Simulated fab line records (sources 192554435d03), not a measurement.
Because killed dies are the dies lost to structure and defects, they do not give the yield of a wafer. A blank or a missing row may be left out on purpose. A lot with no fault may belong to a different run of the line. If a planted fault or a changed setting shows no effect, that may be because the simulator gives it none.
A lot that was struck, set against a sound lot	flow n5-finfet	25 steps out of a route of 1938
Sound: these wafers, L840.2, L840.5, L840.6. The struck wafers were L829.2, L829.4, L829.5. The cause is given at the end.
For every step that has rows: the tool of each side, followed by ch and its chambers, followed by its first start. Under that, the readings that differ: sound wafers	struck wafers	difference of the means	sigmas: that difference in standard deviations of wafers without a fault.
alike: readings with means less than 2 such deviations apart, plus words and numbers identical on both sides. not compared: withheld readings, readings lacking a value on some wafer, bounds such as >300 that could conceal the same value, and numbers that have no deviation in the record and whose values overlap.
The two part at a step that has a row with sigmas, a row that says differs or no value, or rows on one side only. When numbers do not overlap yet have no deviation, they are printed without sigmas and do not part them. A reading that every wafer of one side lacks parts them only if that side has two wafers or more.

first, 11 steps without rows for these wafers: N5_BEOL_M0_SAQP_STRIP_108 (strips in N2/H2); N5_BEOL_M0_SAQP_RECESS_109 (chemistry HF/NH3, target SiO2, target depth 3 nm, afs cycles 1, sublimation time 60 s); N5_BEOL_M0_SAQP_SPACER2_ALD_26 (deposits SiO2, target thk 15 nm, pulse time 1 s, purge time 2 s); N5_BEOL_M0_SAQP_SPACER2_ETCHBACK_27 (etches SiO2 in CHF3/O2, target depth 22.5 nm, time 11.25 s); N5_BEOL_M0_SAQP_MANDREL2_REMOVE_110 (chemistry HBr/Cl2/O2, target a-Si, stops on SiCN, bt time 10 s); N5_BEOL_M0_SAQP_COAT_69 (time 60 s, resist thk 90 nm); N5_BEOL_M0_SAQP_COAT_72 (time 60 s, resist thk 15 nm); N5_BEOL_M0_SAQP_COAT_87 (time 60 s, resist thk 5 nm); N5_BEOL_M0_SAQP_COAT_34 (resist thk 30 nm); N5_BEOL_M0_SAQP_EBR_36; N5_BEOL_M0_SAQP_SOFTBAKE_35 (time 60 s).
N5_BEOL_M0_SAQP_EXPOSE_37: exposes mask M0 CUT1, target cd 30 nm.
  sound on euv-scanner-02 ch 0, day 10 07:16; struck on euv-scanner-01 ch 0, day 7 16:27
reading	sound	struck	difference	sigmas
exposure-dose-mJ-cm2	44.72 44.73 44.74	43.87 43.94 43.93	-0.82	-19
  alike: mask, reticle-temp-C
then, 2 steps without rows for these wafers: N5_BEOL_M0_SAQP_PEB_38 (peb time 60 s); N5_BEOL_M0_SAQP_DEVELOP_39 (develop time 30 s).
N5_BEOL_M0_SAQP_DESCUM_45: chemistry O2, time 7 s.
  sound on rie-diel-04 ch 0,1,2, day 10 07:31; struck on rie-diel-02 ch 0,2,3, day 7 16:42
reading	sound	struck	difference	sigmas
drypump-motor-current-A (A)	5.5 5.2 5.0	5.8 6.0 5.9	+0.7	+2
model.BEOL_M0_SAQP.cd-nm (nm)	29.8 29.8 30	29.6 29.4 29.4	-0.4	
  alike: bias-power-w, o2-flow-sccm, oes-product-au, rf-vpp-V, showerhead-plenum-p-Torr, throttle-valve-pct
  not compared: rf-hours-counter-h
then, 6 steps without rows for these wafers: N5_BEOL_M0_SAQP_ETCH_88 (etches underlayer in N2/H2, target depth 6.5 nm, time 5.2 s); N5_BEOL_M0_SAQP_ETCH_73 (etches SiARC in CF4, target depth 19.5 nm, time 32.5 s); N5_BEOL_M0_SAQP_CUT_ETCH_46 (etches SOC in N2/H2, target depth 135 nm, overetch 27 nm, time 202.5 s); N5_BEOL_M0_SAQP_STRIP_74 (strips in N2/H2); N5_BEOL_M0_SAQP_STRIP_89 (strips in N2/H2); N5_BEOL_M0_SAQP_ALD_48 (deposits SiO2, target thk 20 nm, pulse time 1 s, co reactant pulse time 1 s).
N5_BEOL_M0_SAQP_ETCH_49: etches SiO2 in CF4/O2, target depth 37 nm.
  sound on rie-diel-02 ch 0,2,3, day 10 08:20; struck on rie-diel-02 ch 0,2,3, day 7 17:34
reading	sound	struck	difference	sigmas
model.BEOL_M0_SAQP.cd-nm (nm)	29.8 30.2 29.6	29.4 29 29.2	-0.7	
  alike: drypump-motor-current-A, oes_ar_750_au, oes-product-au, rf-vpp-V, showerhead-plenum-p-Torr, throttle-valve-pct
  not compared: rf-hours-counter-h
then, 1 step without rows for these wafers: N5_BEOL_M0_SAQP_STRIP_75 (strips in CF4).
-- a jump in the record: the struck wafers' starts before and after are 3 days apart (it breaks off in module BEOL_M0_SAQP and resumes in module BEOL_M4, where the first step shown is number 1111 of the route) --
N5_BEOL_M4_RC_MEAS_101:
  sound on prober-02 ch 0, day 13 17:00; struck on prober-01 ch 0, day 10 09:18
reading	sound	struck	difference	sigmas
DIBL_N (mV/V)	33.9 37.0 36.4	38.7 39.8 38.5	+3.2	+2
DIBL_P (mV/V)	33.1 37.2 36.3	39.2 40.6 39.1	+4.1	+3
IOFF_N (nA/um)	0.117 0.179 0.162	0.197 0.211 0.194	+0.048	+2
IOFF_P (nA/um)	0.160 0.223 0.204	0.247 0.274 0.235	+0.056	+2
SS_N (mV/dec)	70.7 71.1 71.5	71.8 72.0 72.7	+1.1	+2
  alike: ION_N, ION_P, SS_P, VT_N, VT_P
-- here the record skips 4 days between the struck wafers' starts before and after, leaving off in module BEOL_M4 and picking up in module PASSIVATION (first step shown: number 1936 of the route) --
N5_PASSIVATION_PROBE_49:
  rows exist in the record for the struck wafers here (prober-01, day 14 20:13), but not for the sound ones

WHERE THEY PART
Last at N5_PASSIVATION_PROBE_49 as far as this record goes, first at N5_BEOL_M0_SAQP_EXPOSE_37.

WHY: what had been put in by the simulator
Process parameter drift: euv-scanner-01, from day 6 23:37 on, at N5_BEOL_M0_SAQP_EXPOSE_37. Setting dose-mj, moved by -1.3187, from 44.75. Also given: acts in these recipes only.
